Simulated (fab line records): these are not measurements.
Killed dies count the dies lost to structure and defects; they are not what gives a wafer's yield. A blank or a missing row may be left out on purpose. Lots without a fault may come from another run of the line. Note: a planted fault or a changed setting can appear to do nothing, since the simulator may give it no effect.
Matching of chambers / flow n5-finfet / N5_MIM_TOP_ALD_00 on ald-hk-01 has 4 sister chambers
The step deposits Al2O3, purge time 3 s, co reactant pulse time 3 s. 4 wafers are shown with their chamber, then 6 later ones without.

## WAFERS WITH THEIR CHAMBER
wafer=L486.6 chamber=3 precursor-pulse-height-rel=0.977
wafer=L492.3 chamber=0 precursor-pulse-height-rel=1.052
wafer=L492.4 chamber=2 precursor-pulse-height-rel=0.997
wafer=L492.5 chamber=1 precursor-pulse-height-rel=1.017

## WAFERS MISSING THEIR CHAMBER
wafer=L502.1 precursor-pulse-height-rel=0.975
wafer=L502.3 precursor-pulse-height-rel=0.993
wafer=L502.6 precursor-pulse-height-rel=1.020
wafer=L501.1 precursor-pulse-height-rel=1.013
wafer=L501.4 precursor-pulse-height-rel=0.986
wafer=L501.5 precursor-pulse-height-rel=1.030

## CHAMBER TAKEN BY EACH
wafer=L502.1; from the rows above=3; in truth=3
wafer=L502.3; from the rows above=can't be placed: 2 or 3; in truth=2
wafer=L502.6; from the rows above=1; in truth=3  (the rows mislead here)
wafer=L501.1; from the rows above=can't be placed: 1 or 2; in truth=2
wafer=L501.4; from the rows above=can't be placed: 3 or 2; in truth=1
wafer=L501.5; from the rows above=can't be placed: 1 or 0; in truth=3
Correctly placed: 1 of 6. Not placeable from these rows: 4 (in 2, the candidates include the true chamber). Wrongly placed: 1.
How it was worked out, from the rows above alone: a wafer's distance from a chamber is the root of the sum, over the readings, of the square of ((its reading less the chamber's mean) divided by the reading's scatter). The wafer belongs to the nearest chamber; if the next one is less than 2 further off, it can't be placed. Each chamber's mean is taken over the wafers shown for it. The scatter: with one shown wafer a chamber, the root of the mean of the squares of how far each hidden wafer lies from its nearest shown one.
